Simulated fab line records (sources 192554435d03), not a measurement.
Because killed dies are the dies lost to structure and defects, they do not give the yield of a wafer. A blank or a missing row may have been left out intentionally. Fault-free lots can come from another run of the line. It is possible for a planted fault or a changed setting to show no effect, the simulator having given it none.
fab line records | flow n5_finfet
record: lots: 7 | wafers: 19 | last_day: 18
route steps=1938 shown BEOL_M0@729 BEOL_M4@1111
lots that met no fault: from a run of the same line without faults
start_h: the number of hours between the record's first day and the start of the first shown wafer of the lot | wait_h: how many hours have passed since the lot's step before this one | " unchanged from the row above | L1.1+2: a single row standing in for several wafers | - no value, or no start was given | * or withheld: withheld | < > ~ a bound
route shown NAME@n: NAME is a module with steps in the file, n the number in the route of the first one | usual: mean and standard deviation over wafers with no fault | same: alike in all rows | chamber/n: place in a boat | sites: the reading at each site | _std_site: standard deviation across them | _edge_site: outer sites' mean less inner sites' | radius_mm: how far each site lies from the wafer's centre | mask NAME#n: copy n | behind: the last tool/chamber to shape the wafer | hold: the reason the lot was held/the length of the hold in hours/how it ended | device: transistor that didn't switch, given as n, p or np | end of line: the tests these same wafers got at the end of their route | a step without rows: its recipe alone | killed: not the wafer's yield, but the dies lost to structure and defects at the first sort | map: shows each die of a wafer: x if killed, . if not, _ if none is there
set.NAME: the run value of the setting; set.NAME@STEP: its run value at that earlier step | model.NAME: the simulator's own value behind a step, which no gauge read
lots at some steps of the route; a table a step, a row a wafer
services: a tool's chamber out of use, with start hour (start_h, from the record's first day; less than 0 if before it), hours out, and reason
== steps ==
step: N5_BEOL_M0_DEGAS_112
recipe: ambient: vacuum | temp_c: 250 | time_s: 60
step: N5_BEOL_M0_PRE_CLEAN_113
recipe: gas: H2/He | time_s: 30 | temp_c: 250
step: N5_BEOL_M0_ALD_136
recipe: material: TaN | target_thk_a: * | temp_c: 275 | ald_precursor_family: PDMAT | ald_co_reactant: NH3 | pressure_torr: 3 | carrier_flow_sccm: 1500 | pulse_time_s: 2 | purge_time_s: 3 | co_reactant_purge_time_s: 2 | co_reactant_pulse_time_s: 3 | ald_cycles: 30 | precursor_vessel_temp_c: 75 | precursor_vessel_pressure_torr: 26.25 | precursor_vessel_carrier_sccm: 1000
step: N5_BEOL_M0_SURFACE_TREAT_137
recipe: gas: Ar | time_s: * | ion_energy_ev: * | ion_current_ma_cm2: 0.5 | pressure_mtorr: * | ar_flow_sccm: 30
usual: throttle_valve_pct: *
lot.wafer | tool           | chamber | start_h | wait_h | throttle_valve_pct
L885.1    | pvd_sputter-03 | -       | 169.36  | 0.2    | *
L885.6    | "              | -       | "       | "      | *
L886.1    | pvd_sputter-01 | -       | 172.72  | 0.1    | *
L886.5    | "              | -       | "       | "      | *
L888.2    | pvd_sputter-02 | -       | 179.87  | 0.2    | *
L888.5    | "              | -       | "       | "      | *
L888.6    | "              | -       | "       | "      | *
L891.1    | pvd_sputter-03 | -       | 203.46  | 0.2    | *
L891.3    | "              | -       | "       | "      | *
L891.5    | "              | -       | "       | "      | *
L893.1    | pvd_sputter-02 | -       | 216.88  | 2.1    | *
L893.3    | "              | -       | "       | "      | *
L893.5    | "              | -       | "       | "      | *
L901.2    | pvd_sputter-02 | -       | 255.31  | 0.1    | *
L901.3    | "              | -       | "       | "      | *
L901.6    | "              | -       | "       | "      | *
L900.4    | pvd_sputter-02 | -       | 259.57  | 0.1    | *
L900.5    | "              | -       | "       | "      | *
L900.6    | "              | -       | "       | "      | *
step: N5_BEOL_M0_CVD_115
recipe: material: Co | target_thk_a: * | temp_c: withheld | precursor: CCTBA/H2 | pressure_torr: 30 | time_s: 120
step: N5_BEOL_M0_SPUTTER_116
recipe: material: Cu | target_thk_a: 40 | temp_c: -20 | chamber_pressure_pa: 0.07 | power_w: withheld | time_s: 7.37
usual: throttle_valve_pct: 30.6/0.86
lot.wafer | tool           | chamber | start_h | wait_h | throttle_valve_pct
L885.1    | pvd_sputter-02 | -       | 169.70  | 0.2    | 30.3
L885.6    | "              | -       | "       | "      | 30.7
L886.1    | pvd_sputter-01 | -       | 172.96  | 0.1    | 31.1
L886.5    | "              | -       | "       | "      | 31.4
L888.2    | pvd_sputter-01 | -       | 180.06  | 0.1    | 30.5
L888.5    | "              | -       | "       | "      | 31.4
L888.6    | "              | -       | "       | "      | 30.0
L891.1    | pvd_sputter-02 | -       | 203.64  | 0.1    | 30.1
L891.3    | "              | -       | "       | "      | 30.8
L891.5    | "              | -       | "       | "      | 30.9
L893.1    | pvd_sputter-02 | -       | 217.20  | 0.2    | 30.5
L893.3    | "              | -       | "       | "      | 30.5
L893.5    | "              | -       | "       | "      | 29.7
L901.2    | pvd_sputter-01 | -       | 257.29  | 1.8    | 30.3
L901.3    | "              | -       | "       | "      | 31.4
L901.6    | "              | -       | "       | "      | 30.2
L900.4    | pvd_sputter-03 | -       | 259.95  | 0.1    | 29.2
L900.5    | "              | -       | "       | "      | 29.3
L900.6    | "              | -       | "       | "      | 29.8
step: N5_BEOL_M0_ANNEAL_117
recipe: temp_c: 400 | time_s: 60 | ambient: vacuum
usual: heater_power_w: 840/58
lot.wafer | tool           | chamber | start_h | wait_h | heater_power_w
L885.1    | pvd_sputter-02 | -       | 169.78  | 0.0    | 915
L885.6    | "              | -       | "       | "      | 918
L886.1    | pvd_sputter-01 | -       | 173.04  | 0.0    | 842
L886.5    | "              | -       | "       | "      | 740
L888.2    | pvd_sputter-01 | -       | 180.14  | 0.0    | 856
L888.5    | "              | -       | "       | "      | 845
L888.6    | "              | -       | "       | "      | 930
L891.1    | pvd_sputter-02 | -       | 203.72  | 0.0    | 918
L891.3    | "              | -       | "       | "      | 819
L891.5    | "              | -       | "       | "      | 810
L893.1    | pvd_sputter-02 | -       | 217.28  | 0.0    | 842
L893.3    | "              | -       | "       | "      | 901
L893.5    | "              | -       | "       | "      | 770
L901.2    | pvd_sputter-01 | -       | 257.37  | 0.0    | 936
L901.3    | "              | -       | "       | "      | 826
L901.6    | "              | -       | "       | "      | 935
L900.4    | pvd_sputter-03 | -       | 260.03  | 0.0    | 836
L900.5    | "              | -       | "       | "      | 840
L900.6    | "              | -       | "       | "      | 839
step: N5_BEOL_M0_SPUTTER_132
recipe: material: Cu | target_thk_a: 40 | temp_c: -20 | chamber_pressure_pa: 0.07 | power_w: withheld | time_s: 7.37
usual: throttle_valve_pct: 30.6/0.86
lot.wafer | tool           | chamber | start_h | wait_h | throttle_valve_pct
L885.1    | pvd_sputter-02 | -       | 169.82  | 0.0    | 30.6
L885.6    | "              | -       | "       | "      | 30.6
L886.1    | pvd_sputter-01 | -       | 173.08  | 0.0    | 31.3
L886.5    | "              | -       | "       | "      | 31.5
L888.2    | pvd_sputter-01 | -       | 180.18  | 0.0    | 30.6
L888.5    | "              | -       | "       | "      | 31.3
L888.6    | "              | -       | "       | "      | 30.1
L891.1    | pvd_sputter-02 | -       | 203.77  | 0.0    | 30.5
L891.3    | "              | -       | "       | "      | 30.7
L891.5    | "              | -       | "       | "      | 30.6
L893.1    | pvd_sputter-02 | -       | 217.32  | 0.0    | 30.5
L893.3    | "              | -       | "       | "      | 30.4
L893.5    | "              | -       | "       | "      | 29.8
L901.2    | pvd_sputter-01 | -       | 257.41  | 0.0    | 30.3
L901.3    | "              | -       | "       | "      | 31.2
L901.6    | "              | -       | "       | "      | 30.0
L900.4    | pvd_sputter-03 | -       | 260.07  | 0.0    | 29.2
L900.5    | "              | -       | "       | "      | 29.0
L900.6    | "              | -       | "       | "      | 29.8
step: N5_BEOL_M0_ANNEAL_133
recipe: temp_c: 400 | time_s: 60 | ambient: vacuum
step: N5_BEOL_M0_SPUTTER_134
recipe: material: Cu | target_thk_a: 40 | temp_c: -20 | chamber_pressure_pa: 0.07 | power_w: withheld | time_s: 7.37
step: N5_BEOL_M0_ANNEAL_135
recipe: temp_c: 400 | time_s: 60 | ambient: vacuum
usual: heater_power_w: 840/58
lot.wafer | tool           | chamber | start_h | wait_h | heater_power_w
L885.1    | pvd_sputter-02 | -       | 170.02  | 0.0    | 926
L885.6    | "              | -       | "       | "      | 930
L886.1    | pvd_sputter-01 | -       | 173.28  | 0.0    | 842
L886.5    | "              | -       | "       | "      | 739
L888.2    | pvd_sputter-01 | -       | 180.38  | 0.0    | 870
L888.5    | "              | -       | "       | "      | 824
L888.6    | "              | -       | "       | "      | 941
L891.1    | pvd_sputter-02 | -       | 203.98  | 0.0    | 917
L891.3    | "              | -       | "       | "      | 809
L891.5    | "              | -       | "       | "      | 827
L893.1    | pvd_sputter-02 | -       | 217.52  | 0.0    | 825
L893.3    | "              | -       | "       | "      | 892
L893.5    | "              | -       | "       | "      | 755
L901.2    | pvd_sputter-01 | -       | 257.61  | 0.0    | 928
L901.3    | "              | -       | "       | "      | 816
L901.6    | "              | -       | "       | "      | 944
L900.4    | pvd_sputter-03 | -       | 260.27  | 0.0    | 829
L900.5    | "              | -       | "       | "      | 849
L900.6    | "              | -       | "       | "      | 843
step: N5_BEOL_M0_SPUTTER_141
recipe: material: Cu | target_thk_a: 40 | temp_c: -20 | chamber_pressure_pa: 0.07 | power_w: withheld | time_s: 7.37
step: N5_BEOL_M0_ECD_118
recipe: material: Cu | target_thk_a: 3000
lot.wafer | tool      | chamber | start_h | wait_h | model.Cu_of_BEOL_M0_ECD_118.thk_nm
L885.1    | ecd_cu-01 | 1       | 170.18  | 0.1    | 301
L885.6    | "         | 0       | "       | "      | 435.6
L886.1    | ecd_cu-01 | 0       | 173.43  | 0.1    | 296.8
L886.5    | "         | 1       | "       | "      | 438.6
L888.2    | ecd_cu-01 | 0       | 180.54  | 0.1    | 297.6
L888.5    | "         | 0       | "       | "      | 436.8
L888.6    | "         | 1       | "       | "      | 432.8
L891.1    | ecd_cu-02 | 0       | 204.15  | 0.1    | 304.2
L891.3    | "         | 1       | "       | "      | 298.4
L891.5    | "         | 1       | "       | "      | 302.2
L893.1    | ecd_cu-02 | 1       | 217.68  | 0.1    | 294.2
L893.3    | "         | 1       | "       | "      | 298.6
L893.5    | "         | 0       | "       | "      | 295.6
L901.2    | ecd_cu-01 | 1       | 257.77  | 0.1    | 299
L901.3    | "         | 0       | "       | "      | 302
L901.6    | "         | 0       | "       | "      | 295.2
L900.4    | ecd_cu-01 | 0       | 260.45  | 0.1    | 294.2
L900.5    | "         | 0       | "       | "      | 301
L900.6    | "         | 1       | "       | "      | 298.2
step: N5_BEOL_M0_ANNEAL_119
recipe: temp_c: 225 | time_s: 90 | ambient: N2
step: N5_BEOL_M0_CMP_120
recipe: stop_on: SiOC | t_overpolish_s: 6.9 | down_force_psi: 1 | platen_rpm: 50 | clearing_platen_down_force_psi: 1.5 | clearing_platen_rpm: 50 | post_cmp_clean: cu_alkaline | clearing_platen_pad_velocity_m_s: 0.99484 | pad_velocity_m_s: 0.99484
usual: head_pressure_psi: 0.9999/0.002 | motor_current_A: 6.0/0.53 | slurry_flow_ml_min: 150.0/0.46 | time_to_endpoint_s: 63/3.3
lot.wafer | tool   | chamber | start_h | wait_h | head_pressure_psi | motor_current_A | slurry_flow_ml_min | time_to_endpoint_s
L885.1    | cmp-02 | 1       | 170.92  | 0.3    | 0.9991            | 5.6             | 149.8              | 67
L885.6    | "      | 0       | "       | "      | 0.9994            | 5.5             | 149.6              | 96
L886.1    | cmp-02 | 0       | 173.92  | 0.4    | 0.9998            | 5.8             | 150.5              | 66
L886.5    | "      | 1       | "       | "      | 1.0010            | 5.5             | 149.6              | 100
L888.2    | cmp-02 | 3       | 180.96  | 0.2    | 0.9998            | 5.4             | 149.5              | 62
L888.5    | "      | 3       | "       | "      | 0.9983            | 5.4             | 149.3              | 91
L888.6    | "      | 0       | "       | "      | 1.0003            | 5.9             | 149.7              | 92
L891.1    | cmp-02 | 3       | 204.56  | 0.3    | 0.9984            | 5.6             | 150.2              | 66
L891.3    | "      | 1       | "       | "      | 1.0001            | 5.4             | 150.5              | 62
L891.5    | "      | 2       | "       | "      | 1.0010            | 6.5             | 149.6              | 59
L893.1    | cmp-01 | 3       | 218.62  | 0.8    | 1.0021            | 5.6             | 150.3              | 60
L893.3    | "      | 0       | "       | "      | 1.0018            | 5.3             | 150.2              | 62
L893.5    | "      | 2       | "       | "      | 1.0025            | 6.3             | 149.2              | 62
L901.2    | cmp-02 | 1       | 258.18  | 0.2    | 1.0007            | 5.9             | 150.3              | 67
L901.3    | "      | 3       | "       | "      | 0.9981            | 5.6             | 149.7              | 65
L901.6    | "      | 2       | "       | "      | 1.0006            | 6.4             | 150.1              | 62
L900.4    | cmp-02 | 2       | 260.88  | 0.2    | 1.0026            | 6.6             | 150.0              | 60
L900.5    | "      | 0       | "       | "      | 1.0001            | 5.7             | 150.5              | 64
L900.6    | "      | 1       | "       | "      | 0.9988            | 6.0             | 149.9              | 65
step: N5_BEOL_M4_RC_MEAS_101
usual: DIBL_N: 35.4/2.1 | DIBL_P: 34.8/2.6 | IOFF_N: 0.15/0.037 | IOFF_P: 0.19/0.037 | ION_N: 677/16 | ION_P: 462/9.3 | SS_N: 71.4/0.75 | SS_P: 72.9/0.77 | VT_N: 250/3.7 | VT_P: -251/3.5
lot.wafer | tool      | chamber | start_h | wait_h | DIBL_N[mV/V] | DIBL_P[mV/V] | IOFF_N[nA/um] | IOFF_P[nA/um] | ION_N[uA/um] | ION_P[uA/um] | SS_N[mV/dec] | SS_P[mV/dec] | VT_N[mV] | VT_P[mV]
L886.1    | prober-01 | 0       | 225.90  | 0.0    | 34.1         | 34.0         | 0.14          | 0.21          | 674          | 470          | 71.2         | 72.5         | 248      | -249
L886.5    | "         | 0       | "       | "      | 32.5         | 31.7         | 0.11          | 0.18          | 666          | 469          | 70.3         | 72.1         | 252      | -249
L885.1    | prober-01 | 0       | 226.83  | 0.5    | 35.7         | 34.1         | 0.15          | 0.19          | 686          | 465          | 70.6         | 72.4         | 248      | -251
L885.6    | "         | 0       | "       | "      | 33.8         | 31.5         | 0.12          | 0.15          | 681          | 463          | 70.1         | 72.3         | 252      | -254
L888.2    | prober-01 | 0       | 231.49  | 0.8    | 37.8         | 36.2         | 0.17          | 0.22          | 672          | 460          | 71.9         | 73.0         | 250      | -248
L888.5    | "         | 0       | "       | "      | 36.2         | 34.3         | 0.14          | 0.20          | 684          | 466          | 71.4         | 72.4         | 248      | -249
L888.6    | "         | 0       | "       | "      | 36.7         | 34.1         | 0.15          | 0.20          | 675          | 460          | 71.2         | 72.7         | 247      | -251
L891.1    | prober-01 | 0       | 252.68  | 0.0    | 33.1         | 30.6         | 0.10          | 0.15          | 659          | 451          | 71.0         | 72.1         | 258      | -251
L891.3    | "         | 0       | "       | "      | 38.2         | 37.7         | 0.21          | 0.27          | 674          | 465          | 71.9         | 74.2         | 246      | -246
L891.5    | "         | 0       | "       | "      | 35.0         | 35.3         | 0.15          | 0.22          | 677          | 465          | 71.0         | 73.6         | 246      | -248
L893.1    | prober-02 | 0       | 260.65  | 0.0    | 36.6         | 35.0         | 0.14          | 0.18          | 642          | 445          | 71.3         | 73.3         | 252      | -255
L893.3    | "         | 0       | "       | "      | 35.0         | 32.9         | 0.11          | 0.13          | 649          | 440          | 71.7         | 71.8         | 257      | -259
L893.5    | "         | 0       | "       | "      | 38.2         | 37.5         | 0.18          | 0.20          | 656          | 450          | 72.4         | 73.2         | 252      | -254
L901.2    | prober-02 | 0       | 326.19  | 0.2    | 36.8         | 37.0         | 0.18          | 0.19          | 703          | 462          | 72.1         | 73.5         | 248      | -252
L901.3    | "         | 0       | "       | "      | 34.6         | 36.3         | 0.15          | 0.20          | 689          | 468          | 71.3         | 72.6         | 247      | -252
L901.6    | "         | 0       | "       | "      | 33.5         | 32.9         | 0.12          | 0.15          | 680          | 463          | 71.7         | 72.2         | 251      | -256
L900.4    | prober-01 | 0       | 327.77  | 0.5    | 34.0         | 33.9         | 0.13          | 0.20          | 675          | 474          | 70.4         | 71.8         | 249      | -246
L900.5    | "         | 0       | "       | "      | 33.2         | 32.4         | 0.12          | 0.19          | 665          | 467          | 70.2         | 71.5         | 251      | -248
L900.6    | "         | 0       | "       | "      | 35.3         | 34.1         | 0.14          | 0.19          | 678          | 465          | 72.1         | 72.5         | 252      | -249
== services ==
tool      | chamber | start_h | hours | kind
ecd_cu-01 | -       | 145.48  | 1.9   | repair
cmp-01    | -       | 152.89  | 1.3   | repair
cmp-02    | -       | 240.93  | 4.0   | pm
cmp-02    | -       | 244.93  | -     | consumable_replace:conditioner
cmp-02    | -       | 244.93  | -     | consumable_replace:pad
== key ==
first_sign: step: N5_BEOL_M0_CMP_120 | reading: time_to_endpoint_s | direction: up | sigmas: 9.6 | usual: * | struck: *
effect none on later readings
model_effect: step: N5_BEOL_M0_ECD_118 | value: Cu_of_BEOL_M0_ECD_118.thk_nm | without: 295.9 | struck: 436
met_at N5_BEOL_M0_ECD_118
struck_wafers L885.6,L886.5,L888.5,L888.6
fault: kind: process_parameter_drift | tool: ecd_cu-01 | chamber: - | onset_h: 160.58 | steps: N5_BEOL_M0_ECD_118 | channel: target_thk_a | offset: * | shape: step | end_h: 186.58 | scope: struck_wafers_only | acts_in: * | stated: *
